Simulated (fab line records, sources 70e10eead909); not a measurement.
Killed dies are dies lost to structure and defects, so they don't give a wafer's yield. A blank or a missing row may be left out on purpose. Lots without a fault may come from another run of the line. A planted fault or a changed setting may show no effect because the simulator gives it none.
Which tool did it? | flow nand_harc | 24 lots, 72 wafers sampled, at 6 steps of a route of 1302

WHAT THE GAUGES READ, wafer by wafer
The record holds no reading of a measuring or inspecting step that can be judged against a usual standard deviation.

WHICH TOOL RAN EACH LOT (tool, then ch and the chambers of the sampled wafers, then the start)
lot  | NHARC_P_GATE_DESCUM_48             | NHARC_P_GATE_RTA_64              | NHARC_P_CONTACT_PVD_32                  | NHARC_P_CONTACT_CMP_24        | NHARC_P_M1_DEP_33               | NHARC_P_M2_ETCH_15
L074 | rie_diel-05 ch 1,3, day 5 14:45    | rtp_anneal-01 ch 0, day 5 19:53  | pvd_sputter-01, day 6 02:20 or earlier  | cmp-01 ch 0,2,3, day 6 02:20  | pecvd-04 ch 1,2, day 6 10:31    | rie_diel-09 ch 1,2, no start
L075 | rie_diel-02 ch 0,1,3, day 5 21:00  | rtp_anneal-02 ch 0, day 6 02:09  | pvd_sputter-01, day 6 07:47 or earlier  | cmp-03 ch 0,1,2, day 6 07:47  | pecvd-03 ch 0,1,2, day 6 16:04  | rie_diel-02 ch 0,1,2, no start
L076 | rie_diel-05 ch 0,2,3, day 6 08:22  | rtp_anneal-01 ch 0, day 6 13:21  | pvd_sputter-03, day 6 18:56 or earlier  | cmp-03 ch 0,1,3, day 6 18:56  | pecvd-04 ch 0,2, day 7 07:43    | rie_diel-02 ch 0,1,2, no start
L077 | rie_diel-02 ch 1,2, day 6 22:19    | rtp_anneal-02 ch 0, day 7 03:29  | pvd_sputter-01, day 7 09:11 or earlier  | cmp-01 ch 0,1,2, day 7 09:11  | pecvd-02 ch 0,1, day 7 17:20    | rie_diel-09 ch 2,3, no start
L078 | rie_diel-13 ch 1,3, day 7 07:13    | rtp_anneal-01 ch 0, day 7 12:45  | pvd_sputter-02, day 7 18:31 or earlier  | cmp-02 ch 0,2, day 7 18:31    | pecvd-03 ch 1,2, day 8 02:33    | rie_diel-09 ch 0,2,3, no start
L079 | rie_diel-02 ch 1,2,3, day 7 14:31  | rtp_anneal-02 ch 0, day 7 19:37  | pvd_sputter-02, day 8 01:20 or earlier  | cmp-01 ch 0,1,2, day 8 01:20  | pecvd-04 ch 0,1,2, day 8 09:28  | rie_diel-09 ch 0,1,3, no start
L080 | rie_diel-02 ch 0,2,3, day 8 01:37  | rtp_anneal-01 ch 0, day 8 06:56  | pvd_sputter-01, day 8 12:37 or earlier  | cmp-01 ch 0,3, day 8 12:37    | pecvd-02 ch 0,1,2, day 8 21:16  | rie_diel-02 ch 2,3, no start
L081 | rie_diel-02 ch 0,1,2, day 8 15:43  | rtp_anneal-01 ch 0, day 8 20:49  | pvd_sputter-02, day 9 03:01 or earlier  | cmp-01 ch 1,2,3, day 9 03:01  | pecvd-02 ch 0,1,2, day 9 13:15  | rie_diel-05 ch 0,1, no start
L082 | rie_diel-05 ch 0,2,3, day 8 18:07  | rtp_anneal-01 ch 0, day 8 23:19  | pvd_sputter-01, day 9 05:00 or earlier  | cmp-03 ch 0,1,3, day 9 05:00  | pecvd-04 ch 0,2, day 9 13:32    | rie_diel-09 ch 0,2,3, no start
L083 | rie_diel-05 ch 0,1,3, day 9 06:46  | rtp_anneal-02 ch 0, day 9 11:50  | pvd_sputter-02, day 9 17:46 or earlier  | cmp-03 ch 0,1,3, day 9 17:46  | pecvd-03 ch 0,2, day 10 01:55   | rie_diel-09 ch 1,2,3, no start
L084 | rie_diel-13 ch 0,2, day 9 12:18    | rtp_anneal-01 ch 0, day 9 18:23  | pvd_sputter-03, day 10 00:01 or earlier | cmp-02 ch 0,1,3, day 10 00:01 | pecvd-02 ch 0,2, day 10 08:07   | rie_diel-05 ch 0,1,2, no start
L085 | rie_diel-05 ch 1,2, day 10 06:10   | rtp_anneal-01 ch 0, day 10 12:02 | pvd_sputter-03, day 10 17:50 or earlier | cmp-01 ch 0,2,3, day 10 17:50 | pecvd-03 ch 0,1,2, day 11 02:17 | rie_diel-09 ch 0,2, no start
L086 | rie_diel-13 ch 0,3, day 10 07:47   | rtp_anneal-01 ch 0, day 10 13:10 | pvd_sputter-02, day 10 18:52 or earlier | cmp-03 ch 0,2, day 10 18:52   | pecvd-03 ch 0,1,2, day 11 03:17 | rie_diel-09 ch 1,3, no start
L087 | rie_diel-02 ch 2,3, day 11 02:33   | rtp_anneal-01 ch 0, day 11 07:35 | pvd_sputter-01, day 11 13:11 or earlier | cmp-02 ch 2,3, day 11 13:11   | pecvd-03 ch 0,2, day 11 21:28   | rie_diel-09 ch 1,3, no start
L089 | rie_diel-05 ch 0,2,3, day 11 16:14 | rtp_anneal-02 ch 0, day 11 21:37 | pvd_sputter-03, day 12 03:33 or earlier | cmp-02 ch 0,1,2, day 12 03:33 | pecvd-03 ch 0,1,2, day 12 11:55 | rie_diel-05 ch 0,1,3, no start
L088 | rie_diel-02 ch 0,1,3, day 11 16:44 | rtp_anneal-01 ch 0, day 11 22:25 | pvd_sputter-01, day 12 04:08 or earlier | cmp-03 ch 2,3, day 12 04:08   | pecvd-03 ch 0,1,2, day 12 12:27 | rie_diel-02 ch 1,2, no start
L090 | rie_diel-02 ch 0,2,3, day 12 09:01 | rtp_anneal-01 ch 0, day 12 14:11 | pvd_sputter-03, day 12 19:49 or earlier | cmp-02 ch 1,2, day 12 19:49   | pecvd-03 ch 0,2, day 13 04:07   | rie_diel-02 ch 1,2,3, no start
L091 | rie_diel-13 ch 0,1,2, day 12 14:03 | rtp_anneal-01 ch 0, day 12 19:07 | pvd_sputter-03, day 13 00:49 or earlier | cmp-01 ch 1,2,3, day 13 00:49 | pecvd-02 ch 0,1, day 13 09:20   | rie_diel-05 ch 0,3, no start
L092 | rie_diel-05 ch 0,2,3, day 12 20:51 | rtp_anneal-02 ch 0, day 13 01:52 | pvd_sputter-02, day 13 07:38 or earlier | cmp-01 ch 0,2,3, day 13 07:38 | pecvd-03 ch 1,2, day 13 16:11   | rie_diel-02 ch 0,2, no start
L093 | rie_diel-05 ch 0,2,3, day 13 15:23 | rtp_anneal-01 ch 0, day 13 20:52 | pvd_sputter-02, day 14 02:34 or earlier | cmp-01 ch 2,3, day 14 02:34   | pecvd-03 ch 0,1,2, day 14 11:12 | rie_diel-05 ch 1,2, no start
L094 | rie_diel-05 ch 0,1, day 13 20:07   | rtp_anneal-02 ch 0, day 14 01:15 | pvd_sputter-01, day 14 06:48 or earlier | cmp-01 ch 1,2, day 14 06:48   | pecvd-04 ch 0,1,2, day 14 15:45 | rie_diel-05 ch 0,2,3, no start
L095 | rie_diel-02 ch 1,2, day 14 04:21   | rtp_anneal-02 ch 0, day 14 09:22 | pvd_sputter-02, day 14 15:34 or earlier | cmp-03 ch 0,2,3, day 14 15:34 | pecvd-04 ch 0,2, day 14 23:43   | rie_diel-05 ch 1,2, no start
L096 | rie_diel-13 ch 0,1,3, day 14 17:18 | rtp_anneal-01 ch 0, day 14 22:51 | pvd_sputter-01, day 15 04:31 or earlier | cmp-03 ch 0,2,3, day 15 04:31 | pecvd-03 ch 0,1,2, day 15 13:25 | rie_diel-02 ch 0,1,2, no start
L097 | rie_diel-05 ch 1,2,3, day 15 12:00 | rtp_anneal-02 ch 0, day 15 17:15 | pvd_sputter-02, day 15 22:55 or earlier | cmp-02 ch 0,2,3, day 15 22:55 | pecvd-02 ch 0,1, day 16 07:19   | rie_diel-09 ch 0,2,3, no start
- NHARC_P_GATE_DESCUM_48: chemistry O2, time 3 s.
- NHARC_P_GATE_RTA_64: time 1 s.
- NHARC_P_CONTACT_PVD_32: deposits Ti, target thk 5 nm, time 17.7 s.
- NHARC_P_CONTACT_CMP_24: polishes, t overpolish 30 s, target thk 200 nm.
- NHARC_P_M1_DEP_33: deposits SiCN, target thk 30 nm.
- NHARC_P_M2_ETCH_15: etches the open film in C4F8/Ar, target depth 182.5 nm, time 91.2 s.

WHAT THE TOOLS THEMSELVES READ (means of the sampled wafers that have a number; where no wafer has one, the mark that the record gives instead)
NHARC_P_GATE_DESCUM_48. Usual: drypump_motor_current_A 5.6 A, standard deviation 0.34; mfc_ar_sccm 0.005 sccm, standard deviation 0.0075; oes_product_au 1.000 a.u., standard deviation 0.0069; rf_vpp_V 57.9 V, standard deviation 0.81; showerhead_plenum_p_Torr 1.91 Torr, standard deviation 0.089; throttle_valve_pct 11.312 %, standard deviation 0.0089.
lot  | tool        | drypump_motor_current_A (A) | mfc_ar_sccm (sccm) | oes_product_au (a.u.) | rf_vpp_V (V) | showerhead_plenum_p_Torr (Torr) | throttle_valve_pct (%) | flag
L074 | rie_diel-05 | 5.3                         | 0.012              | 1.004                 | 57.7         | 1.84                            | 11.314                 |
L075 | rie_diel-02 | 5.7                         | 0.000              | 1.007                 | 58.0         | 1.97                            | 11.303                 |
L076 | rie_diel-05 | 5.5                         | 0.003              | 1.003                 | 57.3         | 1.88                            | 11.310                 |
L077 | rie_diel-02 | 5.3                         | 0.001              | 0.998                 | 57.7         | 1.91                            | 11.304                 |
L078 | rie_diel-13 | 5.6                         | 0.017              | 0.995                 | 57.2         | 1.87                            | 11.305                 |
L079 | rie_diel-02 | 5.6                         | 0.001              | 0.998                 | 59.1         | 1.93                            | 11.317                 |
L080 | rie_diel-02 | 5.7                         | 0.001              | 1.004                 | 58.0         | 1.94                            | 11.317                 |
L081 | rie_diel-02 | 5.4                         | 0.001              | 1.003                 | 57.8         | 1.91                            | 11.309                 |
L082 | rie_diel-05 | 5.5                         | 0.003              | 1.003                 | 58.4         | 1.88                            | 11.305                 |
L083 | rie_diel-05 | 5.5                         | 0.009              | 1.008                 | 58.0         | 1.93                            | 11.307                 |
L084 | rie_diel-13 | 5.6                         | 0.005              | 1.000                 | 57.6         | 1.90                            | 11.316                 |
L085 | rie_diel-05 | 5.9                         | 0.005              | 0.996                 | 58.2         | 1.86                            | 11.314                 |
L086 | rie_diel-13 | 5.6                         | 0.021              | 0.993                 | 58.4         | 1.88                            | 11.305                 |
L087 | rie_diel-02 | 5.6                         | 0.001              | 0.999                 | 57.9         | 1.90                            | 11.316                 |
L089 | rie_diel-05 | 5.5                         | 0.003              | 0.994                 | 58.0         | 1.88                            | 11.309                 |
L088 | rie_diel-02 | 5.7                         | 0.000              | 1.000                 | 57.5         | 1.97                            | 11.311                 |
L090 | rie_diel-02 | 5.7                         | 0.001              | 0.999                 | 57.7         | 1.94                            | 11.313                 |
L091 | rie_diel-13 | 5.5                         | 0.005              | 0.997                 | 57.7         | 1.85                            | 11.317                 |
L092 | rie_diel-05 | 5.5                         | 0.003              | 0.998                 | 57.4         | 1.88                            | 11.305                 |
L093 | rie_diel-05 | 5.5                         | 0.003              | 0.998                 | 57.7         | 1.88                            | 11.311                 |
L094 | rie_diel-05 | 5.6                         | 0.005              | 1.007                 | 58.7         | 2.02                            | 11.318                 |
L095 | rie_diel-02 | 5.3                         | 0.001              | 0.997                 | 57.3         | 1.87                            | 11.305                 |
L096 | rie_diel-13 | 5.4                         | 0.013              | 1.000                 | 57.3         | 1.84                            | 11.317                 |
L097 | rie_diel-05 | 5.6                         | 0.009              | 0.995                 | 57.2         | 1.85                            | 11.310                 |

NHARC_P_GATE_RTA_64. Usual: lamp_power_pct 31.8 %, standard deviation 1.5; lamp_zone_7_pct 32.2 %, standard deviation 1.5; wafer_temp_C_max 1056.2, standard deviation 1.4.
lot  | tool          | lamp_power_pct (%) | lamp_zone_7_pct (%) | wafer_temp_C_max | flag
L074 | rtp_anneal-01 | 30.6               | 31.0                | 1055.8           |
L075 | rtp_anneal-02 | 33.7               | 34.2                | 1058.0           |
L076 | rtp_anneal-01 | 30.6               | 31.0                | 1056.4           |
L077 | rtp_anneal-02 | 33.7               | 34.1                | 1056.3           |
L078 | rtp_anneal-01 | 30.6               | 31.0                | 1055.7           |
L079 | rtp_anneal-02 | 33.7               | 34.2                | 1058.9           |
L080 | rtp_anneal-01 | 30.6               | 31.0                | 1055.4           |
L081 | rtp_anneal-01 | 30.6               | 31.0                | 1055.7           |
L082 | rtp_anneal-01 | 30.6               | 31.0                | 1055.3           |
L083 | rtp_anneal-02 | 33.7               | 34.1                | 1057.4           |
L084 | rtp_anneal-01 | 30.6               | 30.9                | 1055.2           |
L085 | rtp_anneal-01 | 30.6               | 31.0                | 1054.0           |
L086 | rtp_anneal-01 | 30.6               | 31.0                | 1055.8           |
L087 | rtp_anneal-01 | 30.6               | 31.0                | 1055.4           |
L089 | rtp_anneal-02 | 33.7               | 34.1                | 1056.5           |
L088 | rtp_anneal-01 | 30.6               | 30.9                | 1057.0           |
L090 | rtp_anneal-01 | 30.6               | 31.0                | 1055.5           |
L091 | rtp_anneal-01 | 30.6               | 30.9                | 1056.3           |
L092 | rtp_anneal-02 | 33.7               | 34.1                | 1056.6           |
L093 | rtp_anneal-01 | 30.6               | 30.9                | 1056.3           |
L094 | rtp_anneal-02 | 33.8               | 34.2                | 1057.2           |
L095 | rtp_anneal-02 | 33.7               | 34.1                | 1057.2           |
L096 | rtp_anneal-01 | 30.6               | 31.0                | 1055.8           |
L097 | rtp_anneal-02 | 33.7               | 34.1                | 1056.7           |

NHARC_P_CONTACT_PVD_32. Usual: throttle_valve_pct 29.9 %, standard deviation 1.1.
lot  | tool           | throttle_valve_pct (%) | flag
L074 | pvd_sputter-01 | 30.0                   |
L075 | pvd_sputter-01 | 28.9                   |
L076 | pvd_sputter-03 | 30.8                   |
L077 | pvd_sputter-01 | 29.7                   |
L078 | pvd_sputter-02 | 30.3                   |
L079 | pvd_sputter-02 | 29.7                   |
L080 | pvd_sputter-01 | 30.1                   |
L081 | pvd_sputter-02 | 29.4                   |
L082 | pvd_sputter-01 | 29.7                   |
L083 | pvd_sputter-02 | 30.2                   |
L084 | pvd_sputter-03 | 30.2                   |
L085 | pvd_sputter-03 | 30.4                   |
L086 | pvd_sputter-02 | 30.8                   |
L087 | pvd_sputter-01 | 29.0                   |
L089 | pvd_sputter-03 | 30.4                   |
L088 | pvd_sputter-01 | 29.4                   |
L090 | pvd_sputter-03 | 30.7                   |
L091 | pvd_sputter-03 | 29.7                   |
L092 | pvd_sputter-02 | 29.8                   |
L093 | pvd_sputter-02 | 30.2                   |
L094 | pvd_sputter-01 | 30.0                   |
L095 | pvd_sputter-02 | 30.7                   |
L096 | pvd_sputter-01 | 30.0                   |
L097 | pvd_sputter-02 | 30.2                   |

NHARC_P_CONTACT_CMP_24. Usual: motor_current_A 12.0 A, standard deviation 1.2; overpolish_run_s 29.998 s, standard deviation 0.0081; time_to_endpoint_s 39.5 s, standard deviation 2.2.
lot  | tool   | motor_current_A (A) | overpolish_run_s (s) | time_to_endpoint_s (s) | flag
L074 | cmp-01 | 13.0                | 29.990               | 41.5                   |
L075 | cmp-03 | 10.7                | 29.998               | 36.9                   |
L076 | cmp-03 | 10.7                | 30.008               | 40.2                   |
L077 | cmp-01 | 13.7                | 29.995               | 42.2                   |
L078 | cmp-02 | 12.0                | 30.009               | 36.5                   |
L079 | cmp-01 | 13.6                | 29.997               | 38.9                   |
L080 | cmp-01 | 12.9                | 29.993               | 40.4                   |
L081 | cmp-01 | 13.1                | 30.001               | 39.0                   |
L082 | cmp-03 | 10.9                | 29.999               | 42.9                   |
L083 | cmp-03 | 11.0                | 30.005               | 38.3                   |
L084 | cmp-02 | 11.9                | 29.995               | 37.2                   |
L085 | cmp-01 | 13.0                | 29.991               | 41.5                   |
L086 | cmp-03 | 10.7                | 29.994               | 38.4                   |
L087 | cmp-02 | 11.3                | 30.006               | 40.0                   |
L089 | cmp-02 | 11.5                | 29.993               | 39.6                   |
L088 | cmp-03 | 11.2                | 29.992               | 39.1                   |
L090 | cmp-02 | 11.2                | 30.000               | 38.7                   |
L091 | cmp-01 | 13.3                | 29.993               | 41.3                   |
L092 | cmp-01 | 12.7                | 29.995               | 38.2                   |
L093 | cmp-01 | 13.1                | 30.006               | 40.9                   |
L094 | cmp-01 | 13.5                | 30.000               | 39.8                   |
L095 | cmp-03 | 11.0                | 29.990               | 37.6                   |
L096 | cmp-03 | 11.1                | 30.003               | 37.4                   |
L097 | cmp-02 | 12.0                | 29.998               | 38.0                   |

NHARC_P_M1_DEP_33. Usual: heater_power_w 581 W, standard deviation 80.
lot  | tool     | heater_power_w (W) | flag
L074 | pecvd-04 | 625                |
L075 | pecvd-03 | 515                |
L076 | pecvd-04 | 687                |
L077 | pecvd-02 | 572                |
L078 | pecvd-03 | 517                |
L079 | pecvd-04 | 623                |
L080 | pecvd-02 | 650                |
L081 | pecvd-02 | 636                |
L082 | pecvd-04 | 676                |
L083 | pecvd-03 | 534                |
L084 | pecvd-02 | 713                |
L085 | pecvd-03 | 519                |
L086 | pecvd-03 | 554                |
L087 | pecvd-03 | 547                |
L089 | pecvd-03 | 533                |
L088 | pecvd-03 | 509                |
L090 | pecvd-03 | 551                |
L091 | pecvd-02 | 601                |
L092 | pecvd-03 | 538                |
L093 | pecvd-03 | 547                |
L094 | pecvd-04 | 600                |
L095 | pecvd-04 | 646                |
L096 | pecvd-03 | 493                |
L097 | pecvd-02 | 654                |

NHARC_P_M2_ETCH_15. Usual: oes_product_au 0.939 a.u., standard deviation 0.021; rf_vpp_V 441 V, standard deviation 3.5.
lot  | tool        | oes_product_au (a.u.) | rf_vpp_V (V) | flag
L074 | rie_diel-09 | 0.924                 | 442          |
L075 | rie_diel-02 | 0.922                 | 443          |
L076 | rie_diel-02 | 0.928                 | 440          |
L077 | rie_diel-09 | 0.965                 | 443          |
L078 | rie_diel-09 | 0.973                 | 442          |
L079 | rie_diel-09 | 0.934                 | 441          |
L080 | rie_diel-02 | 0.925                 | 442          |
L081 | rie_diel-05 | 0.929                 | 444          |
L082 | rie_diel-09 | 0.956                 | 442          |
L083 | rie_diel-09 | 0.966                 | 443          |
L084 | rie_diel-05 | 0.924                 | 441          |
L085 | rie_diel-09 | 0.976                 | 440          |
L086 | rie_diel-09 | 0.968                 | 444          |
L087 | rie_diel-09 | 0.938                 | 443          |
L089 | rie_diel-05 | 0.929                 | 441          |
L088 | rie_diel-02 | 0.920                 | 439          |
L090 | rie_diel-02 | 0.924                 | 440          |
L091 | rie_diel-05 | 0.922                 | 440          |
L092 | rie_diel-02 | 0.929                 | 440          |
L093 | rie_diel-05 | 0.922                 | 439          |
L094 | rie_diel-05 | 0.929                 | 440          |
L095 | rie_diel-05 | 0.926                 | 439          |
L096 | rie_diel-02 | 0.923                 | 441          |
L097 | rie_diel-09 | 0.966                 | 442          |

THE ANSWER, worked out from the rows above alone
Rule: a lot is off if the mean of its wafers that have a number lies more than 3 standard deviations from the usual mean. A lot without any number at a reading at which 4 lots or more have one is off too. The other lots that the step has rows for count as sound. The gauges are gone through in route order, then the tools' own readings, and for those a lot's mean is taken as printed above. The first step at which some lot is off is used, and at that step the reading that is off furthest; a lot without a number counts as furthest.
No lot is off at any reading shown: from this, nothing can be told.

WHAT THE SIMULATOR HAD PUT IN
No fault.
